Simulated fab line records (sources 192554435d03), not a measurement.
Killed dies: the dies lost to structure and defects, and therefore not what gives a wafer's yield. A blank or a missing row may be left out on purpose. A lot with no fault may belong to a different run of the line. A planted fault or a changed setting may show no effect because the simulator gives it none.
fab line records	flow n5-finfet
[record] lots = 7	wafers = 21
route steps=1938 shown BEOL_M5@1157 BEOL_M6@1204 BEOL_M7@1266
start-h: the number of hours between the record's first day and the start of the first shown wafer of the lot	wait-h: hours elapsed since this lot's preceding step	" as in the row above	L1.1+2: several wafers, shown together as one row	- no value present, or no start provided	* or withheld: withheld	< > ~ a bound
route shown NAME@n: NAME is a module with steps in the file, n the number in the route of the first one	usual: mean/standard deviation of fault-free wafers	same: alike in all rows	chamber/n: place in a boat	sites: each site's reading	_std_site: standard deviation of those values	_edge_site: outer sites' mean less inner sites'	radius-mm: for every site, how far away it sits from the centre of the wafer	mask NAME#n: copy n	behind: tool/chamber where the wafer was last shaped	hold: the reason the lot was held/the length of the hold in hours/how it ended	device: which transistor (n, p or np) failed to switch	end of line: the same wafers' tests at the end of the route	a step without rows: its recipe alone	killed: dies that structure and defects cost at the first sort, which is not the same as the wafer's yield	map: dies across one wafer; x = killed, . = not, _ = none there
set.NAME: the setting that was run; set.NAME@STEP: the one run at that earlier step	model.NAME: the simulator's own value behind a step, which no gauge read
lots where settings were altered on purpose, with a table for each step and a row for each wafer
[[steps]]
[step N5_BEOL_M5_VIA_ETCH_34]
[recipe] chemistry = C4F6/O2	target = SiCOH_lowk	target-depth-a = 883	mask-material = SOC	taper-deg = 4	time-s = 39.2	ion-energy-ev = 250	pressure-mtorr = 30	source-w = 345	bias-w = 185	Ar_flow_sccm = 300	C4F6_flow_sccm = 10	O2_flow_sccm = 10
[usual] rf-vpp-V = 668/9.6
lot.wafer	tool	chamber	start-h	wait-h	set.bias-w	rf-vpp-V
L076.2	rie-diel-01	1	181.79	0.0	196	695
L076.5	"	2	"	"	185	692
L076.6	"	3	"	"	196	698
L079.1	rie-diel-01	0	208.71	0.0	185	662
L079.2	"	2	"	"	217.6	784
L079.3	"	1	"	"	185	661
L080.1	rie-diel-02	3	208.81	0.0	215.8	751
L080.3	"	2	"	"	215.8	754
L080.6	"	0	"	"	185	660
L083.4	rie-diel-01	3	224.56	0.0	167.6	616
L083.5	"	3	"	"	185	666
L083.6	"	0	"	"	167.6	612
L086.2	rie-diel-02	2	244.70	0.0	185	669
L086.3	"	0	"	"	185	663
L086.4	"	1	"	"	185	665
L091.1	rie-diel-01	2	274.87	0.0	167.4	639
L091.2	"	3	"	"	185	667
L091.3	"	1	"	"	167.4	614
L092.3	rie-diel-02	0	290.72	0.0	185	661
L092.4	"	2	"	"	185	668
L092.5	"	2	"	"	185	668
[step N5_BEOL_M5_ETCH_41]
[recipe] chemistry = CH3F/O2	target = SiCN	target-depth-a = 315	taper-deg = 2	time-s = 56.7	ion-energy-ev = 120	mask-material = TiN	pressure-mtorr = 30	source-w = 395	bias-w = 75	Ar_flow_sccm = 150	CH3F_flow_sccm = 30	O2_flow_sccm = 20
[usual] rf-vpp-V = 297.0/1.6
lot.wafer	tool	chamber	start-h	wait-h	set.source-w	rf-vpp-V
L076.2	rie-diel-01	1	-	-	413.7	292.3
L076.5	"	2	"	"	413.7	294.5
L076.6	"	3	"	"	413.7	291.9
L079.1	rie-diel-01	0	-	-	395	295.0
L079.2	"	2	"	"	395	299.5
L079.3	"	1	"	"	395	297.9
L080.1	rie-diel-02	3	-	-	395	294.4
L080.3	"	2	"	"	339.7	311.4
L080.6	"	0	"	"	395	298.0
L083.4	rie-diel-01	3	-	-	395	296.6
L083.5	"	3	"	"	446.7	284.1
L083.6	"	0	"	"	446.7	283.4
L086.2	rie-diel-02	2	-	-	395	295.7
L086.3	"	0	"	"	395	297.3
L086.4	"	1	"	"	395	298.9
L091.1	rie-diel-01	2	-	-	395	298.2
L091.2	"	3	"	"	395	295.2
L091.3	"	1	"	"	459.5	283.6
L092.3	rie-diel-02	0	-	-	395	297.8
L092.4	"	2	"	"	395	297.5
L092.5	"	2	"	"	395	296.9
[step N5_BEOL_M6_EXPOSE_08]
[recipe] mask-id = M6	na = 1.35	source-shape = dipole	sigma-inner = 0.817	sigma-outer = 0.97	polarization = te	dose-mj = 68.25
lot.wafer	tool	chamber	start-h	wait-h	mask	set.dose-mj
L076.2+5	arfi-scanner-01	0	191.18	-	M6#0	68.25
L076.6	"	0	"	"	M6#0	72.73
L080.1+3+6	arfi-scanner-02	0	217.89	-	M6#0	68.25
L079.1+2+3	arfi-scanner-03	0	219.27	-	M6#0	68.25
L083.4+5+6	arfi-scanner-02	0	233.65	-	M6#0	68.25
L086.2	arfi-scanner-01	0	253.64	-	M6#0	72.74
L086.3+4	"	0	"	"	M6#0	68.25
L091.1+2	arfi-scanner-03	0	285.76	-	M6#0	70.47
L091.3	"	0	"	"	M6#0	68.25
L092.3+4+5	arfi-scanner-03	0	300.44	-	M6#0	68.25
[step N5_BEOL_M6_PEB_09]
[recipe] peb-temp-c = withheld	peb-time-s = 60	resist = CAR-ArF
[step N5_BEOL_M6_DEVELOP_10]
[recipe] develop-time-s = 30	developer = TMAH	resist = CAR-ArF	rinse-liquid = diw	dry = air-spin	dev-temp-c = 23
[step N5_BEOL_M6_CD_MEAS_11]
[recipe] target-cd-nm = 38.5	landing-energy-ev = 500	detector = se-inlens	polarity = opening
[usual] cd-nm = 38.4/0.52
lot.wafer	tool	chamber	start-h	wait-h	set.dose-mj@BEOL_M6_EXPOSE_08	cd-nm
L076.2	cd-sem-01	0	191.30	-	68.25	38.7
L076.5	"	0	"	"	68.25	38.1
L076.6	"	0	"	"	72.73	41.4
L080.1	cd-sem-01	0	218.02	-	68.25	38.3
L080.3	"	0	"	"	68.25	38.7
L080.6	"	0	"	"	68.25	38.8
L079.1	cd-sem-03	0	219.40	-	68.25	37.9
L079.2	"	0	"	"	68.25	38.2
L079.3	"	0	"	"	68.25	38.0
L083.4	cd-sem-01	0	233.77	-	68.25	38.0
L083.5	"	0	"	"	68.25	37.8
L083.6	"	0	"	"	68.25	38.0
L086.2	cd-sem-01	0	253.76	-	72.74	42.3
L086.3	"	0	"	"	68.25	38.2
L086.4	"	0	"	"	68.25	39.6
L091.1	cd-sem-01	0	285.88	-	70.47	41.4
L091.2	"	0	"	"	70.47	40.8
L091.3	"	0	"	"	68.25	38.4
L092.3	cd-sem-03	0	300.56	-	68.25	38.2
L092.4	"	0	"	"	68.25	38.7
L092.5	"	0	"	"	68.25	38.7
[step N5_BEOL_M6_DESCUM_16]
[recipe] chemistry = O2	time-s = 7.9	source-power-w = 50	bias-power-w = 20	pressure-mtorr = 20	rf-frequency-hz = 2.712e+07	temp-c = 40	resist = CAR-ArF	o2-flow-sccm = 225
[step N5_BEOL_M6_ETCH_61]
[recipe] chemistry = CF4	target = SiARC	target-depth-a = 455	mask-material = CAR-ArF	time-s = 75.8	ion-energy-ev = 80	pressure-mtorr = 40	source-w = 545	bias-w = 36	Ar_flow_sccm = 100	cf4-flow-sccm = 100	ends = cleared
lot.wafer	tool	chamber	start-h	wait-h	set.dose-mj@BEOL_M6_EXPOSE_08	model.BEOL_M6.cd-offset-nm
L076.2	rie-diel-03	0	191.48	0.0	68.25	0
L076.5	"	1	"	"	68.25	-0.2
L076.6	"	2	"	"	72.73	3
L080.1	rie-diel-03	0	218.15	0.0	68.25	-0.4
L080.3	"	3	"	"	68.25	0.2
L080.6	"	2	"	"	68.25	0.4
L079.1	rie-diel-03	3	219.62	0.0	68.25	-0.2
L079.2	"	2	"	"	68.25	-0.4
L079.3	"	0	"	"	68.25	-1
L083.4	rie-diel-04	1	233.88	0.0	68.25	-0.4
L083.5+6	"	0,3	"	"	68.25	-0.2
L086.2	rie-diel-03	2	253.89	0.0	72.74	3.2
L086.3	"	3	"	"	68.25	-0.2
L086.4	"	0	"	"	68.25	0.6
L091.1	rie-diel-04	0	286.01	0.0	70.47	3
L091.2	"	1	"	"	70.47	2.4
L091.3	"	2	"	"	68.25	0.2
L092.3	rie-diel-04	1	300.90	0.0	68.25	-0.2
L092.4	"	3	"	"	68.25	0.6
L092.5	"	0	"	"	68.25	0
[step N5_BEOL_M6_ETCH_62]
[recipe] chemistry = N2/H2	target = SOC	target-depth-a = 1100	overetch-a = 220	mask-material = SiARC	temp-c = 40	time-s = 165	ion-energy-ev = 200	pressure-mtorr = 30	source-w = 840	bias-w = 150	n2-flow-sccm = 200	h2-flow-sccm = 200
lot.wafer	tool	chamber	start-h	wait-h	set.dose-mj@BEOL_M6_EXPOSE_08	model.BEOL_M6.cd-offset-nm
L076.2+5	rie-diel-03	0,1	191.54	0.0	68.25	0.2
L076.6	"	2	"	"	72.73	3.4
L080.1	rie-diel-03	0	218.20	0.0	68.25	0
L080.3	"	3	"	"	68.25	0.6
L080.6	"	2	"	"	68.25	0.8
L079.1+2	rie-diel-03	3,2	219.68	0.0	68.25	0.2
L079.3	"	0	"	"	68.25	-0.8
L083.4+5	rie-diel-04	1,0	233.94	0.0	68.25	-0.2
L083.6	"	3	"	"	68.25	0
L086.2	rie-diel-03	2	253.94	0.0	72.74	3.4
L086.3	"	3	"	"	68.25	0
L086.4	"	0	"	"	68.25	0.8
L091.1	rie-diel-04	2	286.06	0.0	70.47	3
L091.2	"	0	"	"	70.47	2.2
L091.3	"	3	"	"	68.25	0.6
L092.3+5	rie-diel-04	1,0	300.96	0.0	68.25	0
L092.4	"	3	"	"	68.25	0.6
[step N5_BEOL_M6_STRIP_68]
[recipe] chemistry = N2/H2	temp-c = 40	n2-flow-sccm = 200	h2-flow-sccm = 200	rf-frequency-hz = 6e+07
[step N5_BEOL_M6_STRIP_67]
[recipe] chemistry = CF4	resist = SiARC	power-w = 300	bias-power-w = 75	pressure-mtorr = 50	cf4-flow-sccm = 150	rf-frequency-hz = 6e+07
[step N5_BEOL_M6_HM_OPEN_17]
[recipe] chemistry = Cl2/BCl3	target-depth-a = 200	overetch-a = 60	target = TiN	mask-material = SOC	ion-energy-ev = 150	pressure-mtorr = 10	icp-w = 1000	bias-w = 126	Cl2_flow_sccm = 53.25	bcl3-flow-sccm = 21.75	Ar_flow_sccm = 25
[step N5_BEOL_M6_STRIP_19]
[recipe] chemistry = O2	power-w = 400	temp-c = 40	pressure-mtorr = 30	rf-frequency-hz = 6e+07	bias-power-w = 0	overash-fraction = 0.2	o2-flow-sccm = 225
[step N5_BEOL_M6_CD_MEAS_18]
[recipe] pitch-nm = 80	target-cd-nm = 40
[usual] cd-nm = 40.0/0.57
lot.wafer	tool	chamber	start-h	wait-h	set.dose-mj@BEOL_M6_EXPOSE_08	cd-nm
L076.2	cd-sem-03	-	191.92	0.1	68.25	40.1
L076.5	"	-	"	"	68.25	40.4
L076.6	"	-	"	"	72.73	43.3
L080.1	cd-sem-03	-	218.57	0.0	68.25	40.1
L080.3	"	-	"	"	68.25	40.6
L080.6	"	-	"	"	68.25	40.8
L079.1	cd-sem-01	-	220.08	0.0	68.25	40.0
L079.2	"	-	"	"	68.25	40.0
L079.3	"	-	"	"	68.25	38.8
L083.4	cd-sem-01	-	234.32	0.1	68.25	39.5
L083.5	"	-	"	"	68.25	40.1
L083.6	"	-	"	"	68.25	39.9
L086.2	cd-sem-03	-	254.31	0.1	72.74	43.6
L086.3	"	-	"	"	68.25	40.3
L086.4	"	-	"	"	68.25	40.6
L091.1	cd-sem-02	-	286.43	0.0	70.47	43.0
L091.2	"	-	"	"	70.47	42.5
L091.3	"	-	"	"	68.25	40.5
L092.3	cd-sem-03	-	301.41	0.1	68.25	40.1
L092.4	"	-	"	"	68.25	40.2
L092.5	"	-	"	"	68.25	39.7
[step N5_BEOL_M6_COAT_63]
[recipe] resist = SOC	temp-c = 250	time-s = 60	spin-rpm = 1500	resist-thk-nm = 60
[step N5_BEOL_M6_COAT_64]
[recipe] resist = SiARC	temp-c = 220	time-s = 60	spin-rpm = 1500	resist-thk-nm = 12
[step N5_BEOL_M6_PRECLEAN_42]
[recipe] chemistry = residue-remover	time-s = 60	temp-c = 40
[step N5_BEOL_M6_SRD_43]
[recipe] time-s = 30	temp-c = 23	rinse-liquid = diw	dry = ipa-marangoni
[step N5_BEOL_M6_CD_MEAS_35]
[recipe] target-cd-nm = 40	target-cd-y-nm = 28	polarity = opening
[usual] cd-nm = 40.0/0.56
lot.wafer	tool	chamber	start-h	wait-h	set.dose-mj@BEOL_M6_EXPOSE_08	cd-nm
L076.2	cd-sem-02	-	193.93	0.0	68.25	39.9
L076.5	"	-	"	"	68.25	40.0
L076.6	"	-	"	"	72.73	43.0
L080.1	cd-sem-03	-	219.62	0.0	68.25	40.0
L080.3	"	-	"	"	68.25	40.9
L080.6	"	-	"	"	68.25	40.5
L079.1	cd-sem-02	-	222.08	0.0	68.25	39.9
L079.2	"	-	"	"	68.25	40.1
L079.3	"	-	"	"	68.25	39.5
L083.4	cd-sem-01	-	236.32	0.0	68.25	39.5
L083.5	"	-	"	"	68.25	40.0
L083.6	"	-	"	"	68.25	40.2
L086.2	cd-sem-01	-	257.40	0.0	72.74	43.4
L086.3	"	-	"	"	68.25	39.9
L086.4	"	-	"	"	68.25	41.0
L091.1	cd-sem-01	-	287.57	0.0	70.47	42.8
L091.2	"	-	"	"	70.47	42.5
L091.3	"	-	"	"	68.25	40.9
L092.3	cd-sem-03	-	302.86	0.0	68.25	40.2
L092.4	"	-	"	"	68.25	40.4
L092.5	"	-	"	"	68.25	39.8
[step N5_BEOL_M7_PECVD_70]
[recipe] material = SiO2	target-thk-a = 200	temp-c = 400	precursor = TEOS/O2	pressure-torr = 5.5	rf-w = 450	teos-flow-sccm = 53.8	gas = O2	flow-sccm = 3000	time-s = 22.7
lot.wafer	tool	chamber	start-h	wait-h	set.temp-c	model.SiO2_of_BEOL_M7_PECVD_70.thk-nm
L076.2	pecvd-01	2	197.31	0.0	400	19.4
L076.5	"	1	"	"	386	21.6
L076.6	"	2	"	"	400	19.8
L080.1	pecvd-01	2	223.97	0.0	400	19.8
L080.3	"	0	"	"	400	20
L080.6	"	1	"	"	400	20.2
L079.1	pecvd-04	1	225.95	0.0	400	19.6
L079.2	"	0	"	"	413.3	17.6
L079.3	"	1	"	"	413.3	18.4
L083.4+5	pecvd-01	0,2	241.01	0.1	400	20
L083.6	"	1	"	"	400	19.8
L086.2+3	pecvd-01	1,2	261.97	0.0	400	20
L086.4	"	2	"	"	400	20.2
L091.1	pecvd-04	1	292.14	0.0	400	19.8
L091.2	"	2	"	"	400	20.2
L091.3	"	0	"	"	400	19.4
L092.3	pecvd-01	0	305.82	0.0	400	19.6
L092.4	"	2	"	"	400	20.6
L092.5	"	1	"	"	400	20
[step N5_BEOL_M7_TRENCH_ETCH_37]
[recipe] chemistry = C4F6/O2	target-depth-a = 934.78	target = SiCOH_lowk	time-s = 31.2	ion-energy-ev = 250	pressure-mtorr = 30	source-w = 345	bias-w = 185	Ar_flow_sccm = 300	C4F6_flow_sccm = 10	O2_flow_sccm = 10
lot.wafer	tool	chamber	start-h	wait-h	set.time-s	model.etch.depth-nm	model.BEOL_M7.feature-depth-nm
L076.2	rie-diel-05	3	-	-	31.2	93.17	93.2
L076.5	"	2	"	"	31.2	91.32	91.4
L076.6	"	1	"	"	31.2	91.39	91.4
L080.1	rie-diel-01	2	-	-	31.2	90.95	91
L080.3	"	1	"	"	35.9	107.8	107.8
L080.6	"	2	"	"	35.9	104.7	104.8
L079.1	rie-diel-05	0	-	-	27.22	81.71	81.8
L079.2	"	1	"	"	31.2	91.11	91.2
L079.3	"	2	"	"	31.2	90.48	90.4
L083.4	rie-diel-02	1	-	-	31.2	93.2	93.2
L083.5	"	2	"	"	31.2	93.25	93.2
L083.6	"	3	"	"	31.2	91.04	91
L086.2	rie-diel-05	0	-	-	31.2	93.26	93.2
L086.3	"	3	"	"	29.42	87.88	87.8
L086.4	"	2	"	"	31.2	90.8	90.8
L091.1	rie-diel-02	1	-	-	31.2	93.24	93.2
L091.2	"	3	"	"	33.41	97.46	97.4
L091.3	"	2	"	"	31.2	93.26	93.2
L092.3	rie-diel-05	3	-	-	31.2	94.11	94.2
L092.4	"	0	"	"	31.2	94.51	94.6
L092.5	"	3	"	"	31.2	93.38	93.4
[step N5_BEOL_M7_ETCH_41]
[recipe] chemistry = CH3F/O2	target = SiCN	target-depth-a = 319	taper-deg = 2	time-s = 57.8	ion-energy-ev = 120	mask-material = TiN	pressure-mtorr = 30	source-w = 395	bias-w = 75	Ar_flow_sccm = 150	CH3F_flow_sccm = 30	O2_flow_sccm = 20
[usual] rf-vpp-V = 297.2/1.8
lot.wafer	tool	chamber	start-h	wait-h	set.source-w	rf-vpp-V
L076.2	rie-diel-05	3	-	-	417	294.4
L076.5	"	2	"	"	417	293.3
L076.6	"	1	"	"	395	295.6
L080.1	rie-diel-01	2	-	-	395	299.5
L080.3	"	1	"	"	395	298.1
L080.6	"	2	"	"	337.7	315.5
L079.1	rie-diel-05	0	-	-	395	299.1
L079.2	"	1	"	"	395	295.7
L079.3	"	2	"	"	395	299.1
L083.4	rie-diel-02	1	-	-	395	298.7
L083.5	"	2	"	"	395	297.4
L083.6	"	3	"	"	430.7	285.5
L086.2	rie-diel-05	0	-	-	395	299.4
L086.3	"	3	"	"	439.3	287.3
L086.4	"	2	"	"	439.3	288.5
L091.1	rie-diel-02	1	-	-	351.8	309.4
L091.2	"	3	"	"	395	294.3
L091.3	"	2	"	"	395	298.0
L092.3	rie-diel-05	3	-	-	395	299.1
L092.4	"	0	"	"	395	298.6
L092.5	"	3	"	"	395	297.7
[step N5_BEOL_M7_STRIP_80]
[recipe] chemistry = N2/H2	time-s = 10	power-w = 450	temp-c = 40	pressure-mtorr = 20	rf-frequency-hz = 6e+07	bias-power-w = 7	n2-flow-sccm = 200	h2-flow-sccm = 200
[step N5_BEOL_M7_OCD_MEAS_38]
[usual] trench-depth-nm = 92.5/1.6
lot.wafer	tool	chamber	start-h	wait-h	set.time-s@BEOL_M7_TRENCH_ETCH_37	trench-depth-nm
L076.2	ocd-01	-	201.28	-	31.2	93.3
L076.5	"	-	"	"	31.2	91.5
L076.6	"	-	"	"	31.2	91.7
L080.1	ocd-02	-	227.76	-	31.2	90.8
L080.3	"	-	"	"	35.9	108.1
L080.6	"	-	"	"	35.9	104.9
L079.1	ocd-01	-	229.91	-	27.22	81.5
L079.2	"	-	"	"	31.2	91.0
L079.3	"	-	"	"	31.2	90.8
L083.4	ocd-02	-	245.34	-	31.2	93.2
L083.5	"	-	"	"	31.2	93.7
L083.6	"	-	"	"	31.2	91.5
L086.2	ocd-02	-	268.62	-	31.2	93.3
L086.3	"	-	"	"	29.42	87.6
L086.4	"	-	"	"	31.2	90.9
L091.1	ocd-02	-	296.76	-	31.2	93.0
L091.2	"	-	"	"	33.41	97.3
L091.3	"	-	"	"	31.2	93.0
L092.3	ocd-02	-	313.27	-	31.2	93.9
L092.4	"	-	"	"	31.2	94.5
L092.5	"	-	"	"	31.2	93.5
[step N5_BEOL_M7_HM_STRIP_39]
[recipe] chemistry = peroxide-tin-strip	material = TiN	target-depth-a = 250	temp-c = 50	time-s = 158
[step N5_BEOL_M7_SRD_40]
[recipe] time-s = 30	temp-c = 23	rinse-liquid = diw	dry = ipa-marangoni
[step N5_BEOL_M7_ECD_50]
[recipe] material = Cu	target-thk-a = 3000
[step N5_BEOL_M7_ANNEAL_51]
[recipe] temp-c = 225	time-s = 90	ambient = N2
[step N5_BEOL_M7_CMP_52]
[recipe] stop-on = SiCOH_lowk	t-overpolish-s = 6.9	down-force-psi = 1	platen-rpm = 50	clearing-platen-down-force-psi = 1.5	clearing-platen-rpm = 50	post-cmp-clean = cu-alkaline	target-thk-nm = 80	clearing-platen-pad-velocity-m-s = 0.99484	pad-velocity-m-s = 0.99484
lot.wafer	tool	chamber	start-h	wait-h	set.time-s@BEOL_M7_TRENCH_ETCH_37	model.Cu_of_BEOL_M7_ECD_50.thk-nm
L076.2	cmp-03	0	205.02	0.3	31.2	79.6
L076.5	"	1	"	"	31.2	77.2
L076.6	"	2	"	"	31.2	78.4
L080.3	cmp-01	0	230.53	0.2	35.9	93.6
L080.1	"	1	"	"	31.2	78.6
L080.6	"	0	"	"	35.9	91.4
L079.2	cmp-01	2	232.79	0.2	31.2	77.8
L079.1	"	0	"	"	27.22	68.2
L079.3	"	1	"	"	31.2	76.2
L083.4	cmp-03	1	251.88	0.1	31.2	80
L083.6	"	1	"	"	31.2	76.8
L083.5	"	2	"	"	31.2	80.2
L086.4	cmp-03	2	270.88	0.1	31.2	77.8
L086.3	"	3	"	"	29.42	74
L086.2	"	1	"	"	31.2	79.6
L091.2	cmp-02	0	298.65	0.2	33.41	84.4
L091.1	"	1	"	"	31.2	79
L091.3	"	3	"	"	31.2	79.8
L092.4+3+5	cmp-03	2,0,2	315.14	0.2	31.2	79.8
[step N5_BEOL_M7_THK_MEAS_53]
[recipe] thk-meas-gauge = xrf	reads = Cu_of_BEOL_M7_ECD_50
[usual] M7_THK = 78.1/2.2
lot.wafer	tool	chamber	start-h	wait-h	set.time-s@BEOL_M7_TRENCH_ETCH_37	M7_THK[nm]
L076.2	film-metro-02	-	205.20	-	31.2	79.9
L076.5	"	-	"	"	31.2	77.3
L076.6	"	-	"	"	31.2	78.6
L080.1	film-metro-02	-	230.83	-	31.2	79.2
L080.3	"	-	"	"	35.9	93.9
L080.6	"	-	"	"	35.9	91.5
L079.1	film-metro-01	-	233.08	-	27.22	67.7
L079.2	"	-	"	"	31.2	76.9
L079.3	"	-	"	"	31.2	75.2
L083.4	film-metro-02	-	252.18	-	31.2	81.3
L083.5	"	-	"	"	31.2	81.3
L083.6	"	-	"	"	31.2	77.9
L086.2	film-metro-01	-	271.18	-	31.2	78.4
L086.3	"	-	"	"	29.42	72.6
L086.4	"	-	"	"	31.2	76.7
L091.1	film-metro-02	-	298.94	-	31.2	78.7
L091.2	"	-	"	"	33.41	83.5
L091.3	"	-	"	"	31.2	79.0
L092.3	film-metro-01	-	315.39	-	31.2	78.6
L092.4	"	-	"	"	31.2	78.5
L092.5	"	-	"	"	31.2	78.3
[step N5_BEOL_M7_PRE_CLEAN_55]
[recipe] gas = NH3	time-s = 15	temp-c = withheld	rf-power-w = 300
[step N5_BEOL_M7_DEP_56]
[recipe] material = SiCN	target-thk-a = 100	temp-c = withheld	precursor = 3MS/NH3	pressure-torr = 3	rf-w = 202	time-s = 17.5
[step N5_BEOL_M7_RS_MEAS_57]
[recipe] thk-meas-gauge = four-point-probe	reads = Cu_of_BEOL_M7_ECD_50+Co_of_BEOL_M7_CVD_78+TaN_of_BEOL_M7_ALD_77
[usual] M7_RS = 0.292/0.0089
lot.wafer	tool	chamber	start-h	wait-h	set.time-s@BEOL_M7_TRENCH_ETCH_37	M7_RS[ohm/sq]
L076.2	film-metro-02	-	205.36	0.1	31.2	0.288
L076.5	"	-	"	"	31.2	0.299
L076.6	"	-	"	"	31.2	0.293
L080.1	film-metro-01	-	230.96	0.1	31.2	0.291
L080.3	"	-	"	"	35.9	0.238
L080.6	"	-	"	"	35.9	0.244
L079.1	film-metro-02	-	233.21	0.1	27.22	0.346
L079.2	"	-	"	"	31.2	0.296
L079.3	"	-	"	"	31.2	0.303
L083.4	film-metro-01	-	252.31	0.0	31.2	0.285
L083.5	"	-	"	"	31.2	0.285
L083.6	"	-	"	"	31.2	0.299
L086.2	film-metro-02	-	271.31	0.1	31.2	0.289
L086.3	"	-	"	"	29.42	0.314
L086.4	"	-	"	"	31.2	0.295
L091.1	film-metro-01	-	299.07	0.1	31.2	0.291
L091.2	"	-	"	"	33.41	0.269
L091.3	"	-	"	"	31.2	0.286
L092.3	film-metro-02	-	315.53	0.1	31.2	0.287
L092.4	"	-	"	"	31.2	0.287
L092.5	"	-	"	"	31.2	0.288
[[key]]
[split] step = N5_BEOL_M5_VIA_ETCH_34	setting = bias-w	stated = 185	by = wafer
[response] step = N5_BEOL_M5_VIA_ETCH_34	reading = rf-vpp-V	change = +5.76	per = 1%	r = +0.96
[split] step = N5_BEOL_M5_ETCH_41	setting = source-w	stated = 395	by = wafer
[response] step = N5_BEOL_M5_ETCH_41	reading = rf-vpp-V	change = -0.937	per = 1%	r = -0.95
[split] step = N5_BEOL_M6_EXPOSE_08	setting = dose-mj	stated = 68.25	by = wafer
[response] step = N5_BEOL_M6_CD_MEAS_11	reading = cd-nm	change = +0.52	per = 1%	r = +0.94
[response] step = N5_BEOL_M6_ETCH_61	reading = model.BEOL_M6.cd-offset-nm	change = +0.497	per = 1%	r = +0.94
[response] step = N5_BEOL_M6_ETCH_62	reading = model.BEOL_M6.cd-offset-nm	change = +0.487	per = 1%	r = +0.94
[response] step = N5_BEOL_M6_CD_MEAS_18	reading = cd-nm	change = +0.493	per = 1%	r = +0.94
[response] step = N5_BEOL_M6_CD_MEAS_35	reading = cd-nm	change = +0.458	per = 1%	r = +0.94
[split] step = N5_BEOL_M7_PECVD_70	setting = temp-c	stated = 400	by = wafer
[response] step = N5_BEOL_M7_PECVD_70	reading = model.SiO2_of_BEOL_M7_PECVD_70.thk-nm	change = -0.529	per = 1%	r = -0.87
[split] step = N5_BEOL_M7_TRENCH_ETCH_37	setting = time-s	stated = 31.2	by = wafer
[response] step = N5_BEOL_M7_TRENCH_ETCH_37	reading = model.etch.depth-nm	change = +0.848	per = 1%	r = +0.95
[response] step = N5_BEOL_M7_TRENCH_ETCH_37	reading = model.BEOL_M7.feature-depth-nm	change = +0.845	per = 1%	r = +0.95
[response] step = N5_BEOL_M7_OCD_MEAS_38	reading = trench-depth-nm	change = +0.876	per = 1%	r = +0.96
[response] step = N5_BEOL_M7_CMP_52	reading = model.Cu_of_BEOL_M7_ECD_50.thk-nm	change = +0.813	per = 1%	r = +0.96
[response] step = N5_BEOL_M7_THK_MEAS_53	reading = M7_THK	change = +0.786	per = 1%	r = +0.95
[response] step = N5_BEOL_M7_RS_MEAS_57	reading = M7_RS	change = -0.00341	per = 1%	r = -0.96
[split] step = N5_BEOL_M7_ETCH_41	setting = source-w	stated = 395	by = wafer
[response] step = N5_BEOL_M7_ETCH_41	reading = rf-vpp-V	change = -1.13	per = 1%	r = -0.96
